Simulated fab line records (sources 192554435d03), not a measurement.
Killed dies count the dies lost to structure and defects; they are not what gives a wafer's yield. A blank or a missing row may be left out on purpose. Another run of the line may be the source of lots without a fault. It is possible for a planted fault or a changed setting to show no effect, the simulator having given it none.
Chamber matching | flow n5_finfet | N5_STI_FIN_REVEAL_ALD_14 on ald_sin-02 has 4 sister chambers
The step deposits Si3N4, target thk 3 nm. 8 wafers are shown with their chamber, then 7 later ones without.

## EACH WAFER AND ITS CHAMBER
wafer  | chamber | heater_power_w (W)
L074.3 | 0       | 797
L075.4 | 3       | 846
L076.1 | 0       | 802
L079.1 | 2       | 892
L079.3 | 1       | 770
L079.5 | 2       | 906
L081.1 | 3       | 859
L081.2 | 1       | 788

## WAFERS WITH NO CHAMBER GIVEN
wafer  | heater_power_w (W)
L081.3 | 780
L083.1 | 869
L083.2 | 784
L083.4 | 869
L086.2 | 871
L086.3 | 791
L086.4 | 796

## EACH ONE'S CHAMBER
wafer  | from the rows above     | in truth
L081.3 | can't be placed: 1 or 0 | 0
L083.1 | can't be placed: 3 or 2 | 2
L083.2 | can't be placed: 1 or 0 | 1
L083.4 | can't be placed: 3 or 2 | 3
L086.2 | can't be placed: 3 or 2 | 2
L086.3 | can't be placed: 0 or 1 | 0
L086.4 | can't be placed: 0 or 1 | 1
Correct placement for 0 of the 7. Cannot be placed on the basis of these rows: 7; the candidates contain the true chamber in 7. Number placed wrongly: 0.
How it was worked out, from the rows above alone: a wafer's distance from a chamber is the root of the sum, over the readings, of the square of ((its reading less the chamber's mean) divided by the reading's scatter). If the next closest chamber is less than 2 further off than the closest, the wafer can't be placed; otherwise it belongs to the closest. The mean given for a chamber averages the wafers shown for that chamber. How the scatter is found: for the shown wafers, subtract from each reading the mean of its chamber, square and add these, divide the total by (wafers less chambers), then take the root.
